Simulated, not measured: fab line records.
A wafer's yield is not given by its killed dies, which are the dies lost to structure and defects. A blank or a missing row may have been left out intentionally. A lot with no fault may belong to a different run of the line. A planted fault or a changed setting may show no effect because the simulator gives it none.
fab line records	flow nand_harc	part 1 of 2: steps 1 to 4 of 6
record lots=24	wafers=72	last_day=34
route steps=1302 shown A_ONON_D2@563 A_CHANNEL_HOLE_D2@599 A_CHANNEL_FILL_D2@613 A_STAIRCASE@650
lots with no fault: from the same line, run without faults
start_h: hours from the record's opening day to when the first of the lot's shown wafers began	wait_h: hours from the lot's prior step to this one	" same as the row above	L1.1+2: a row that stands for several wafers	- no value, or no start was given	* or withheld: withheld	< > ~ a bound
route shown NAME@n: names a module that has steps shown in the file, with the first one's number in the route	usual: mean and standard deviation over wafers with no fault	same: alike in all rows	chamber/n: place in a boat	sites: each site's reading	_std_site: their standard deviation	_edge_site: inner sites' mean taken away from outer sites' mean	radius_mm: for every site, how far away it sits from the centre of the wafer	mask NAME#n: copy n	behind: the most recent tool/chamber to have shaped the wafer	hold: why the lot was held/for how many hours/how that ended	device: the n, p or np transistor that did not switch	end of line: tests of these same wafers at the route's end	for a step that has no rows: nothing shown but its recipe	killed: the dies lost at the first sort to structure and to defects; this is not the yield of the wafer	map: shows each die of a wafer: x if killed, . if not, _ if none is there
set.NAME: setting as actually run; set.NAME@STEP: the setting as run at that earlier step	model.NAME: the simulator's own value behind a step, which no gauge read
steps of the route over a sample of lots; a table a step, a row a wafer
services: from which hour (start_h, from the record's first day; less than 0 if before it) a tool's chamber was out of use, for how many hours, and why
## steps
# step NHARC_A_ONON_D2_THK_MEAS_27
# recipe thk_meas_gauge=ellipsometry
# usual thk_nm=998/9.4
lot.wafer	tool	chamber	start_h	wait_h	thk_nm
L075.3	film_metro-01	-	295.25	-	1002
L075.5	"	-	"	"	1001
L075.6	"	-	"	"	1002
L074.1	film_metro-02	-	295.26	-	981
L074.2	"	-	"	"	981
L074.5	"	-	"	"	982
L076.1	film_metro-01	-	303.30	-	997
L076.2	"	-	"	"	997
L076.3	"	-	"	"	999
L077.2	film_metro-02	-	316.70	-	995
L077.3	"	-	"	"	998
L077.6	"	-	"	"	998
L078.2	film_metro-01	-	329.90	-	1012
L078.4	"	-	"	"	1010
L078.5	"	-	"	"	1010
L079.3	film_metro-02	-	329.93	-	1018
L079.4	"	-	"	"	1016
L079.5	"	-	"	"	1017
L082.1	film_metro-01	-	361.39	-	987
L082.5	"	-	"	"	987
L082.6	"	-	"	"	989
L080.3	film_metro-02	-	361.41	-	1004
L080.5	"	-	"	"	1004
L080.6	"	-	"	"	1004
L081.1	film_metro-02	-	367.34	-	1013
L081.3	"	-	"	"	1013
L081.4	"	-	"	"	1012
L083.1	film_metro-01	-	390.46	-	984
L083.5	"	-	"	"	983
L083.6	"	-	"	"	984
L085.1	film_metro-01	-	398.04	-	990
L085.3	"	-	"	"	988
L085.5	"	-	"	"	987
L084.1	film_metro-02	-	398.04	-	995
L084.3	"	-	"	"	992
L084.6	"	-	"	"	994
L086.1	film_metro-01	-	422.38	-	1012
L086.4	"	-	"	"	1014
L086.5	"	-	"	"	1012
L088.1	film_metro-02	-	436.96	-	984
L088.4	"	-	"	"	981
L088.5	"	-	"	"	981
L087.1	film_metro-01	-	436.96	-	999
L087.2	"	-	"	"	999
L087.3	"	-	"	"	998
L089.3	film_metro-01	-	448.54	-	995
L089.5	"	-	"	"	996
L089.6	"	-	"	"	996
L091.1	film_metro-02	-	448.62	-	1007
L091.5	"	-	"	"	1004
L091.6	"	-	"	"	1003
L090.1	film_metro-02	-	448.83	-	1004
L090.2	"	-	"	"	1006
L090.3	"	-	"	"	1005
L092.1	film_metro-01	-	461.51	-	999
L092.2	"	-	"	"	1002
L092.5	"	-	"	"	1002
L094.1	film_metro-02	-	487.83	-	995
L094.3	"	-	"	"	997
L094.4	"	-	"	"	995
L093.2	film_metro-01	-	487.83	-	994
L093.4	"	-	"	"	993
L093.6	"	-	"	"	995
L095.1	film_metro-02	-	487.84	-	993
L095.3	"	-	"	"	994
L095.4	"	-	"	"	994
L096.1	film_metro-02	-	507.36	-	1005
L096.4	"	-	"	"	1004
L096.6	"	-	"	"	1002
L097.1	film_metro-01	-	520.40	-	991
L097.2	"	-	"	"	991
L097.5	"	-	"	"	991
# step NHARC_A_CHANNEL_HOLE_D2_ETCH_27
# recipe bias_v=400	source_w=2000	pressure_mtorr=25	time_s=90	ar_flow_sccm=375	c4f8_flow_sccm=41.7	o2_flow_sccm=83.3	temp_c=-20	target_depth_a=4000	chemistry=C4F8/O2/Ar
# usual drypump_motor_current_A=6.0/0.38	showerhead_plenum_p_Torr=3.80/0.14	temp_c=-20.00/0.11	throttle_valve_pct=27.619/0.0089
lot.wafer	tool	chamber	start_h	wait_h	drypump_motor_current_A	rf_hours_counter_h	showerhead_plenum_p_Torr	temp_c	throttle_valve_pct
L075.3	har_etch-01	1	308.82	0.2	5.8	-	3.74	-19.96	27.613
L075.6	"	0	"	"	5.9	-	3.74	-19.95	27.608
L075.5	"	1	"	"	5.8	-	3.74	-19.97	27.620
L074.1	har_etch-02	0	308.87	0.2	6.6	379	3.57	-20.14	27.611
L074.2	"	1	"	"	5.7	364	3.97	-19.89	27.618
L074.5	"	1	"	"	5.7	-	3.97	-19.93	27.615
L076.2	har_etch-02	1	314.87	0.2	5.7	368	3.97	-20.13	27.622
L076.1	"	0	"	"	6.6	383	3.57	-19.92	27.624
L076.3	"	0	"	"	6.6	-	3.57	-19.88	27.609
L077.2	har_etch-01	0	325.75	0.2	5.9	168	3.73	-20.04	27.617
L077.3	"	0	"	"	5.9	-	3.73	-19.94	27.619
L077.6	"	0	"	"	5.9	-	3.73	-20.07	27.625
L078.2	har_etch-02	0	344.40	0.2	6.6	398	3.56	-20.09	27.619
L078.4	"	1	"	"	5.7	-	3.96	-20.11	27.626
L078.5	"	0	"	"	6.6	-	3.56	-20.16	27.623
L079.3	har_etch-01	0	345.49	0.2	5.9	-	3.72	-20.07	27.629
L079.4	"	1	"	"	5.8	-	3.72	-19.94	27.611
L079.5	"	0	"	"	5.8	-	3.72	-19.92	27.633
L082.1	har_etch-01	1	370.47	0.2	5.8	195	3.72	-20.16	27.615
L082.6	"	0	"	"	5.9	-	3.72	-19.95	27.602
L082.5	"	1	"	"	5.8	-	3.72	-20.01	27.615
L080.3	har_etch-02	0	373.42	0.2	6.6	-	3.55	-19.80	27.610
L080.6	"	0	"	"	6.6	-	3.55	-19.94	27.629
L080.5	"	1	"	"	5.7	-	3.95	-19.90	27.617
L081.1	har_etch-01	0	384.86	0.2	5.9	202	3.71	-20.11	27.615
L081.3	"	1	"	"	5.8	-	3.71	-20.01	27.600
L081.4	"	0	"	"	5.9	-	3.71	-20.16	27.624
L083.1	har_etch-02	0	402.25	0.2	6.6	7	3.98	-19.93	27.622
L083.5	"	0	"	"	6.6	-	3.98	-20.05	27.612
L083.6	"	1	"	"	5.6	-	3.94	-20.08	27.629
L085.1	har_etch-02	1	408.93	0.2	5.7	11	3.94	-19.91	27.607
L085.3	"	1	"	"	5.7	-	3.94	-19.96	27.631
L085.5	"	0	"	"	6.6	-	3.97	-19.82	27.612
L084.1	har_etch-01	1	409.53	0.2	5.8	222	3.70	-20.09	27.631
L084.3	"	0	"	"	5.9	-	3.70	-19.99	27.619
L084.6	"	1	"	"	5.8	-	3.70	-19.98	27.615
L086.1	har_etch-01	0	432.14	0.2	5.9	233	3.69	-20.12	27.614
L086.4	"	0	"	"	5.9	-	3.69	-20.08	27.611
L086.5	"	1	"	"	5.8	-	3.69	-20.04	27.617
L088.1	har_etch-02	0	446.86	0.2	6.6	34	3.96	-20.02	27.612
L088.4	"	0	"	"	6.6	-	3.96	-19.88	27.632
L088.5	"	0	"	"	6.6	-	3.96	-20.06	27.609
L087.2	har_etch-01	0	447.49	0.2	5.9	245	3.69	-20.02	27.634
L087.1	"	1	"	"	5.8	245	3.69	-20.16	27.640
L087.3	"	1	"	"	5.8	-	3.69	-19.91	27.609
L089.3	har_etch-02	0	458.18	0.2	6.6	-	3.96	-20.02	27.622
L089.5	"	0	"	"	6.6	-	3.96	-20.01	27.611
L089.6	"	1	"	"	5.7	-	3.92	-19.96	27.628
L091.1	har_etch-01	0	458.32	0.2	5.9	249	3.69	-19.83	27.625
L091.5	"	1	"	"	5.8	-	3.69	-20.13	27.628
L091.6	"	0	"	"	5.9	-	3.69	-19.80	27.605
L090.1	har_etch-02	1	462.27	0.2	5.7	42	3.92	-20.16	27.626
L090.2	"	0	"	"	6.6	42	3.96	-20.18	27.598
L090.3	"	0	"	"	6.6	-	3.96	-19.99	27.617
L092.2	har_etch-02	1	474.40	0.2	5.7	53	3.92	-20.20	27.605
L092.1	"	0	"	"	6.6	53	3.95	-20.10	27.622
L092.5	"	1	"	"	5.7	-	3.92	-20.05	27.607
L094.1	har_etch-02	1	501.34	0.2	5.7	65	3.91	-19.98	27.629
L094.3	"	1	"	"	5.7	-	3.91	-20.07	27.627
L094.4	"	0	"	"	6.6	-	3.94	-19.98	27.620
L095.1	har_etch-01	0	502.94	0.2	5.9	275	3.67	-20.15	27.612
L095.4	"	1	"	"	5.8	-	3.67	-20.08	27.615
L095.3	"	0	"	"	5.9	-	3.67	-19.99	27.627
L093.2	har_etch-02	0	505.50	0.2	6.6	69	3.94	-19.94	27.599
L093.4	"	1	"	"	5.7	-	3.91	-20.14	27.607
L093.6	"	1	"	"	5.7	-	3.91	-20.19	27.616
L096.1	har_etch-02	0	517.11	0.2	6.6	77	3.94	-19.84	27.627
L096.4	"	1	"	"	5.7	-	3.90	-20.16	27.635
L096.6	"	1	"	"	5.7	-	3.90	-19.89	27.627
L097.1	har_etch-01	1	532.44	0.2	5.8	294	3.66	-19.83	27.626
L097.2	"	0	"	"	6.0	294	3.66	-19.99	27.627
L097.5	"	1	"	"	5.8	-	3.66	-19.88	27.608
# step NHARC_A_CHANNEL_FILL_D2_ALD_03
# recipe target_thk_a=60	pulse_time_s=60	ald_cycles=58	temp_c=630	pressure_torr=2	material=SiNx
# usual precursor_pulse_height_rel=1.001/0.02
lot.wafer	tool	chamber	start_h	wait_h	precursor_pulse_height_rel
L074.1	ald_sin_batch-03	0	-	-	0.985
L074.2	"	0	"	"	1.013
L074.5	"	0	"	"	1.003
L075.3	ald_sin_batch-03	0	-	-	0.969
L075.5	"	0	"	"	0.994
L075.6	"	0	"	"	1.006
L076.1	ald_sin_batch-02	0	-	-	1.013
L076.2	"	0	"	"	1.026
L076.3	"	0	"	"	0.997
L077.2	ald_sin_batch-02	0	-	-	1.002
L077.3	"	0	"	"	0.964
L077.6	"	0	"	"	0.998
L078.2	ald_sin_batch-03	0	-	-	1.006
L078.4	"	0	"	"	1.030
L078.5	"	0	"	"	0.980
L079.3	ald_sin_batch-03	0	-	-	1.006
L079.4	"	0	"	"	0.997
L079.5	"	0	"	"	1.025
L082.1	ald_sin_batch-03	0	-	-	1.033
L082.5	"	0	"	"	0.996
L082.6	"	0	"	"	0.984
L080.3	ald_sin_batch-02	0	-	-	0.979
L080.5	"	0	"	"	0.974
L080.6	"	0	"	"	1.019
L081.1	ald_sin_batch-02	0	-	-	1.031
L081.3	"	0	"	"	1.017
L081.4	"	0	"	"	1.034
L083.1	ald_sin_batch-03	0	-	-	1.027
L083.5	"	0	"	"	1.004
L083.6	"	0	"	"	0.958
L084.1	ald_sin_batch-02	0	-	-	0.993
L084.3	"	0	"	"	0.993
L084.6	"	0	"	"	1.010
L085.1	ald_sin_batch-02	0	-	-	1.009
L085.3	"	0	"	"	0.995
L085.5	"	0	"	"	1.000
L086.1	ald_sin_batch-02	0	-	-	1.016
L086.4	"	0	"	"	1.004
L086.5	"	0	"	"	0.998
L087.1	ald_sin_batch-01	0	-	-	0.956
L087.2	"	0	"	"	0.973
L087.3	"	0	"	"	1.006
L088.1	ald_sin_batch-01	0	-	-	1.006
L088.4	"	0	"	"	0.985
L088.5	"	0	"	"	0.989
L089.3	ald_sin_batch-02	0	-	-	1.000
L089.5	"	0	"	"	0.952
L089.6	"	0	"	"	1.018
L091.1	ald_sin_batch-02	0	-	-	1.001
L091.5	"	0	"	"	0.978
L091.6	"	0	"	"	0.983
L090.1	ald_sin_batch-01	0	-	-	0.980
L090.2	"	0	"	"	1.020
L090.3	"	0	"	"	0.989
L092.1	ald_sin_batch-02	0	-	-	1.003
L092.2	"	0	"	"	0.989
L092.5	"	0	"	"	0.990
L094.1	ald_sin_batch-01	0	-	-	0.997
L094.3	"	0	"	"	0.995
L094.4	"	0	"	"	0.986
L095.1	ald_sin_batch-01	0	-	-	1.009
L095.3	"	0	"	"	1.023
L095.4	"	0	"	"	1.015
L093.2	ald_sin_batch-02	0	-	-	0.979
L093.4	"	0	"	"	0.967
L093.6	"	0	"	"	1.001
L096.1	ald_sin_batch-02	0	-	-	0.991
L096.4	"	0	"	"	1.007
L096.6	"	0	"	"	0.990
L097.1	ald_sin_batch-03	0	-	-	0.999
L097.2	"	0	"	"	1.004
L097.5	"	0	"	"	0.970
# step NHARC_A_CHANNEL_FILL_D2_STRIP_29
# recipe time_s=20	o2_flow_sccm=500	ar_flow_sccm=0	bias_w=0	chemistry=O2
# usual drypump_motor_current_A=5.9/0.58	oes_product_au=1.002/0.011	rf_vpp_V=57.8/0.82	showerhead_plenum_p_Torr=3.56/0.15	throttle_valve_pct=17.037/0.0091
lot.wafer	tool	chamber	start_h	wait_h	drypump_motor_current_A	oes_product_au	rf_hours_counter_h	rf_vpp_V	showerhead_plenum_p_Torr	throttle_valve_pct
L075.3	rie_diel-06	3	-	-	6.0	1.003	1	58.5	3.38	17.034
L075.6	"	0	"	"	6.5	1.006	-	58.4	3.70	17.013
L075.5	"	1	"	"	6.2	0.993	-	58.6	3.70	17.027
L074.2	rie_diel-07	1	-	-	5.4	1.017	2	58.2	3.44	17.014
L074.1	"	2	"	"	6.5	0.979	2	58.9	3.55	17.034
L074.5	"	2	"	"	6.5	0.985	-	57.8	3.55	17.047
L076.1	rie_diel-07	3	-	-	5.0	1.004	2	59.1	3.76	17.034
L076.2	"	0	"	"	5.1	1.010	2	57.0	3.64	17.036
L076.3	"	1	"	"	5.4	1.006	2	58.4	3.44	17.045
L077.3	rie_diel-06	1	-	-	6.2	0.980	2	58.8	3.70	17.010
L077.2	"	3	"	"	6.0	0.998	1	58.3	3.38	17.037
L077.6	"	1	"	"	6.2	0.977	-	57.8	3.70	17.039
L078.2	rie_diel-06	1	-	-	6.2	0.991	2	58.5	3.70	17.044
L078.4	"	3	"	"	6.0	1.001	1	56.0	3.38	17.046
L078.5	"	0	"	"	6.5	1.005	-	57.9	3.70	17.046
L079.4	rie_diel-06	0	-	-	6.5	1.012	2	57.1	3.70	17.027
L079.3	"	1	"	"	6.2	0.988	2	57.8	3.70	17.027
L079.5	"	0	"	"	6.5	1.012	-	59.3	3.70	17.040
L080.3	rie_diel-09	1	-	-	6.3	1.013	13	57.8	3.35	17.045
L080.6	"	3	"	"	5.7	1.003	-	58.9	3.49	17.028
L080.5	"	0	"	"	5.2	1.009	-	57.6	3.74	17.050
L082.1	rie_diel-07	1	-	-	5.4	1.009	3	58.0	3.44	17.017
L082.6	"	3	"	"	5.1	0.984	-	58.3	3.76	17.039
L082.5	"	0	"	"	5.1	1.005	-	56.9	3.64	17.015
L081.1	rie_diel-09	3	-	-	5.7	0.993	17	59.6	3.49	17.037
L081.4	"	0	"	"	5.2	1.000	15	58.1	3.74	17.053
L081.3	"	1	"	"	6.4	1.008	15	57.5	3.35	17.042
L083.1	rie_diel-06	1	-	-	6.2	0.991	4	57.4	3.70	17.037
L083.6	"	0	"	"	6.5	1.004	-	57.4	3.70	17.036
L083.5	"	1	"	"	6.2	0.979	-	59.6	3.70	17.049
L084.3	rie_diel-06	0	-	-	6.5	1.010	4	57.6	3.70	17.038
L084.1	"	2	"	"	6.6	1.011	4	57.3	3.42	17.042
L084.6	"	0	"	"	6.5	1.014	-	57.6	3.70	17.032
L085.3	rie_diel-07	1	-	-	5.4	1.009	4	56.8	3.44	17.027
L085.1	"	3	"	"	5.1	0.998	4	57.0	3.76	17.029
L085.5	"	1	"	"	5.4	1.017	-	56.0	3.44	17.046
L086.1	rie_diel-06	0	-	-	6.5	1.025	4	58.2	3.70	17.039
L086.4	"	1	"	"	6.2	0.981	5	58.3	3.70	17.055
L086.5	"	3	"	"	6.0	0.990	-	57.4	3.38	17.033
L088.1	rie_diel-07	3	-	-	5.1	0.996	1	58.7	3.76	17.046
L088.4	"	1	"	"	5.4	1.012	1	55.6	3.44	17.041
L088.5	"	2	"	"	6.5	1.008	-	57.7	3.55	17.027
L087.1	rie_diel-09	1	490.25	0.1	6.3	1.014	26	58.6	3.35	17.042
L087.3	"	2	"	"	6.0	1.016	28	55.2	3.26	17.052
L087.2	"	3	"	"	5.7	1.016	30	57.5	3.48	17.053
L089.3	rie_diel-07	1	-	-	5.4	1.010	1	55.8	3.44	17.038
L089.6	"	1	"	"	5.4	1.013	-	58.0	3.44	17.029
L089.5	"	2	"	"	6.5	1.000	-	58.2	3.55	17.042
L091.1	rie_diel-06	0	-	-	6.4	0.999	0	58.9	3.70	17.043
L091.5	"	0	"	"	6.5	0.996	-	57.2	3.70	17.037
L091.6	"	1	"	"	6.2	0.987	-	59.1	3.70	17.027
L090.3	rie_diel-07	0	-	-	5.0	0.986	1	58.3	3.64	17.037
L090.2	"	1	"	"	5.4	1.011	1	57.4	3.44	17.038
L090.1	"	2	"	"	6.5	1.004	1	57.6	3.55	17.025
L092.1	rie_diel-06	2	-	-	6.6	1.009	1	57.1	3.42	17.042
L092.2	"	3	"	"	6.0	1.000	1	57.0	3.38	17.023
L092.5	"	0	"	"	6.5	1.012	-	57.6	3.70	17.041
L095.4	rie_diel-07	0	-	-	5.1	0.993	3	57.0	3.64	17.055
L095.3	"	2	"	"	6.5	0.979	2	57.6	3.55	17.047
L095.1	"	3	"	"	5.1	1.001	2	57.5	3.76	17.039
L094.4	rie_diel-06	1	-	-	6.2	0.996	1	57.9	3.70	17.036
L094.1	"	3	"	"	6.0	0.985	1	56.8	3.38	17.040
L094.3	"	0	"	"	6.5	0.998	1	56.0	3.70	17.032
L093.4	rie_diel-07	1	-	-	5.4	1.010	3	57.3	3.43	17.038
L093.2	"	2	"	"	6.5	0.994	2	57.2	3.55	17.038
L093.6	"	2	"	"	6.5	0.990	-	56.1	3.55	17.034
L096.1	rie_diel-07	3	-	-	5.1	0.994	3	59.0	3.76	17.046
L096.4	"	1	"	"	5.4	1.012	3	57.9	3.43	17.031
L096.6	"	0	"	"	5.1	0.991	-	57.2	3.64	17.039
L097.2	rie_diel-06	2	-	-	6.7	1.016	2	57.9	3.42	17.038
L097.1	"	1	"	"	6.2	0.989	2	57.6	3.70	17.032
L097.5	"	3	"	"	6.0	0.982	-	57.2	3.37	17.037
